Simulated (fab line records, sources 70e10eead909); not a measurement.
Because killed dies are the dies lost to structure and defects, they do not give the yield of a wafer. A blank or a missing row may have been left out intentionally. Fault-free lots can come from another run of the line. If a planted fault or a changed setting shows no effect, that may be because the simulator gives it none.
Which tool did it? + flow nand harc + route of 1302 steps, sampled at 1 step: 24 lots, 72 wafers

## WHAT THE GAUGES SHOWED, per wafer
NHARC_P_GATE_INSPECT_28.
| lot  | measured     | on                | raw defect count |
|------|--------------|-------------------|------------------|
| L074 | day 5 11:11  | defect inspect-02 | 5 7 6            |
| L075 | day 5 16:11  | defect inspect-01 | 6 7 5            |
| L076 | day 6 06:21  | defect inspect-01 | 5 7 4            |
| L077 | day 6 07:01  | defect inspect-02 | 8 7 4            |
| L078 | day 6 21:38  | defect inspect-02 | 10 5 5           |
| L079 | day 7 04:11  | defect inspect-02 | 4 5 9            |
| L080 | day 7 15:05  | defect inspect-01 | 3 6 10           |
| L081 | day 8 07:47  | defect inspect-02 | 4 0 3            |
| L082 | day 8 08:19  | defect inspect-02 | 7 4 6            |
| L084 | day 9 01:11  | defect inspect-02 | 5 6 3            |
| L083 | day 9 01:23  | defect inspect-01 | 0 3 5            |
| L085 | day 9 22:37  | defect inspect-02 | 7 4 9            |
| L086 | day 10 02:39 | defect inspect-01 | 3 12 6           |
| L087 | day 10 07:11 | defect inspect-01 | 4 12 1           |
| L088 | day 11 00:20 | defect inspect-02 | 4 6 8            |
| L089 | day 11 00:29 | defect inspect-02 | 10 3 5           |
| L090 | day 11 19:59 | defect inspect-01 | 16 10 6          |
| L091 | day 12 07:12 | defect inspect-02 | 7 8 8            |
| L092 | day 12 11:52 | defect inspect-01 | 7 4 7            |
| L093 | day 13 09:26 | defect inspect-02 | 4 8 6            |
| L094 | day 13 15:59 | defect inspect-01 | 2 5 3            |
| L095 | day 13 16:09 | defect inspect-01 | 6 12 10          |
| L096 | day 14 05:56 | defect inspect-02 | 5 4 9            |
| L097 | day 14 14:07 | defect inspect-02 | 3 1 4            |

## TOOL THAT RAN EACH LOT (tool first, then ch and the chambers of the sampled wafers, then the start)
Before these readings, the record contains no process step.

## WHAT THE TOOLS THEMSELVES READ (means of the sampled wafers that have a number; where no wafer has one, the mark that the record gives instead)
The record holds no such reading with a usual standard deviation.

## THE ANSWER, worked out from the rows above alone
Rule: usual is defined by the lots themselves. The widest of any qualifying gaps counts: lots, ordered by their means at a reading, are off when they make up no more than a third of the lots, leave a main group of 4 or more, and stand apart from it by 3 or more times the standard deviation of that group's means. A main group is skipped when, at the precision printed for the reading in the tables above, its means are all equal. A lot without any number at a reading at which 4 lots or more have one is off too. Any other lot the step has rows for is counted as sound. After the gauges, taken in route order, come the tools' own readings; for these a lot's mean is taken, as printed above. At the first step where some lot is off, the reading lying furthest off is the one used; lots without a number count as furthest.
None of the lots is off at any reading shown; this tells nothing.

## WHAT HAD BEEN PUT IN BY THE SIMULATOR
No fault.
